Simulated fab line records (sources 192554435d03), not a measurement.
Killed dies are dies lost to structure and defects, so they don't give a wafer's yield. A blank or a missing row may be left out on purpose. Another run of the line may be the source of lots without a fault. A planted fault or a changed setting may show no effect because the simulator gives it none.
The tool behind it: which one? | flow n5_finfet | 10 lots with 30 wafers sampled at 3 steps, on a route of 1938 steps

== WHAT EACH GAUGE READ, for each wafer ==
N5_BEOL_M5_INSPECT_30: inspects for defects (brightfield). Usual: raw_defect_count at 382, with a standard deviation of 83.
lot  | measured     | on                | raw_defect_count | flag
L641 | day 7 20:14  | defect_inspect-02 | 381 365 270      |
L642 | day 8 03:49  | defect_inspect-01 | 534 370 528      |
L643 | day 8 13:50  | defect_inspect-01 | 301 375 279      |
L647 | day 9 00:04  | defect_inspect-01 | 290 388 636      |
L651 | day 10 17:11 | defect_inspect-01 | 808 817 1057     | OFF
L653 | day 10 23:39 | defect_inspect-01 | 937 921 984      | OFF
L657 | day 12 01:20 | defect_inspect-02 | 358 386 397      |
L659 | day 12 19:48 | defect_inspect-02 | 353 352 363      |
L663 | day 13 18:29 | defect_inspect-02 | 448 335 357      |
L664 | day 13 21:48 | defect_inspect-02 | 338 467 303      |

== EACH LOT AND THE TOOL THAT RAN IT (in order: tool; ch and the chambers of the sampled wafers; start) ==
lot  | N5_BEOL_M5_ETCH_62                 | N5_BEOL_M5_HM_OPEN_17
L641 | rie_diel-03 ch 1,3, day 7 19:02    | rie_metal-02 ch 0,1, day 7 19:13
L642 | rie_diel-03 ch 0,2,3, day 8 02:59  | rie_metal-02 ch 0,1, day 8 03:10
L643 | rie_diel-02 ch 0,3, day 8 12:49    | rie_metal-02 ch 0,1, day 8 12:59
L647 | rie_diel-03 ch 1,2,3, day 8 22:11  | rie_metal-02 ch 1, day 8 22:21
L651 | rie_diel-03 ch 0,2,3, day 10 16:02 | rie_metal-02 ch 0,1, day 10 16:12
L653 | rie_diel-03 ch 1,2,3, day 10 22:52 | rie_metal-02 ch 0,1, day 10 23:02
L657 | rie_diel-03 ch 0,2,3, day 11 23:38 | rie_metal-03 ch 0,1, day 11 23:49
L659 | rie_diel-06 ch 0,1,3, day 12 18:53 | rie_metal-03 ch 0,1, day 12 19:04
L663 | rie_diel-06 ch 0,2, day 13 17:35   | rie_metal-03 ch 0,1, day 13 17:47
L664 | rie_diel-06 ch 0,1,2, day 13 19:53 | rie_metal-01 ch 0,1, day 13 20:03
- N5_BEOL_M5_ETCH_62: etches SOC in N2/H2, target depth 75 nm, overetch 15 nm, time 112.5 s.
- N5_BEOL_M5_HM_OPEN_17: chemistry Cl2/BCl3, target TiN, target depth 20 nm, overetch 6 nm.

== WHAT THE TOOLS THEMSELVES READ (means of the sampled wafers that have a number; where no wafer has one, the mark that the record gives instead) ==
N5_BEOL_M5_ETCH_62. Usual: drypump_motor_current_A 5.91 A, standard deviation 0.27; oes_product_au 0.60 a.u., standard deviation 0.054; rf_vpp_V 523.9 V, standard deviation 1.8; showerhead_plenum_p_Torr 2.54 Torr, standard deviation 0.071; throttle_valve_pct 17.77 %, standard deviation 0.23.
lot  | tool        | drypump_motor_current_A (A) | oes_product_au (a.u.) | rf_vpp_V (V) | showerhead_plenum_p_Torr (Torr) | throttle_valve_pct (%) | flag
L641 | rie_diel-03 | 5.60                        | 0.56                  | 524.3        | 2.56                            | 17.99                  |
L642 | rie_diel-03 | 5.85                        | 0.60                  | 524.3        | 2.54                            | 17.81                  |
L643 | rie_diel-02 | 5.72                        | 0.72                  | 522.8        | 2.49                            | 17.59                  |
L647 | rie_diel-03 | 5.79                        | 0.59                  | 524.5        | 2.57                            | 17.92                  |
L651 | rie_diel-03 | 5.90                        | 0.59                  | 523.6        | 2.54                            | 17.84                  |
L653 | rie_diel-03 | 5.78                        | 0.58                  | 524.7        | 2.57                            | 17.95                  |
L657 | rie_diel-03 | 5.90                        | 0.58                  | 523.8        | 2.53                            | 17.84                  |
L659 | rie_diel-06 | 6.02                        | 0.59                  | 523.6        | 2.57                            | 17.87                  |
L663 | rie_diel-06 | 5.96                        | 0.55                  | 523.2        | 2.53                            | 17.78                  |
L664 | rie_diel-06 | 6.12                        | 0.58                  | 524.2        | 2.56                            | 17.72                  |

N5_BEOL_M5_HM_OPEN_17. Usual: drypump_motor_current_A 5.6 A, standard deviation 0.43; oes_product_au 0.67 a.u., standard deviation 0.049; throttle_valve_pct 22.08 %, standard deviation 0.15.
lot  | tool         | drypump_motor_current_A (A) | oes_product_au (a.u.) | throttle_valve_pct (%) | flag
L641 | rie_metal-02 | 5.8                         | 0.64                  | 22.18                  |
L642 | rie_metal-02 | 5.5                         | 0.65                  | 22.08                  |
L643 | rie_metal-02 | 5.9                         | 0.63                  | 22.20                  |
L647 | rie_metal-02 | 5.1                         | 0.66                  | 21.96                  |
L651 | rie_metal-02 | 5.8                         | 0.63                  | 22.20                  |
L653 | rie_metal-02 | 5.9                         | 0.63                  | 22.20                  |
L657 | rie_metal-03 | 5.5                         | 0.67                  | 22.14                  |
L659 | rie_metal-03 | 5.5                         | 0.67                  | 22.13                  |
L663 | rie_metal-03 | 5.5                         | 0.66                  | 22.15                  |
L664 | rie_metal-01 | 5.7                         | 0.68                  | 21.93                  |

== THE ANSWER, worked out from the rows above alone ==
Rule: lot off if the mean of its wafers having a number is beyond 3 standard deviations from the usual mean. Also off: a lot with no number at a reading for which 4 or more lots have one. Where the step has rows for the other lots, those lots are counted as sound. The gauges are gone through in route order, then the tools' own readings, and for those a lot's mean is taken as printed above. The first step at which some lot is off is used, and at that step the reading that is off furthest; a lot without a number counts as furthest.
Off: L651, L653, at N5_BEOL_M5_INSPECT_30 (raw_defect_count).
A tool fits if, at a process step before that reading, it ran every lot that is off, and no sound lot after the first of them. Gauges at N5_BEOL_M5_INSPECT_30: tried the same way as those tools. Undecided on this evidence; 2 tools fit (rie_metal-02 at N5_BEOL_M5_HM_OPEN_17, defect_inspect-01 at N5_BEOL_M5_INSPECT_30).

== WHAT HAD BEEN PUT IN BY THE SIMULATOR ==
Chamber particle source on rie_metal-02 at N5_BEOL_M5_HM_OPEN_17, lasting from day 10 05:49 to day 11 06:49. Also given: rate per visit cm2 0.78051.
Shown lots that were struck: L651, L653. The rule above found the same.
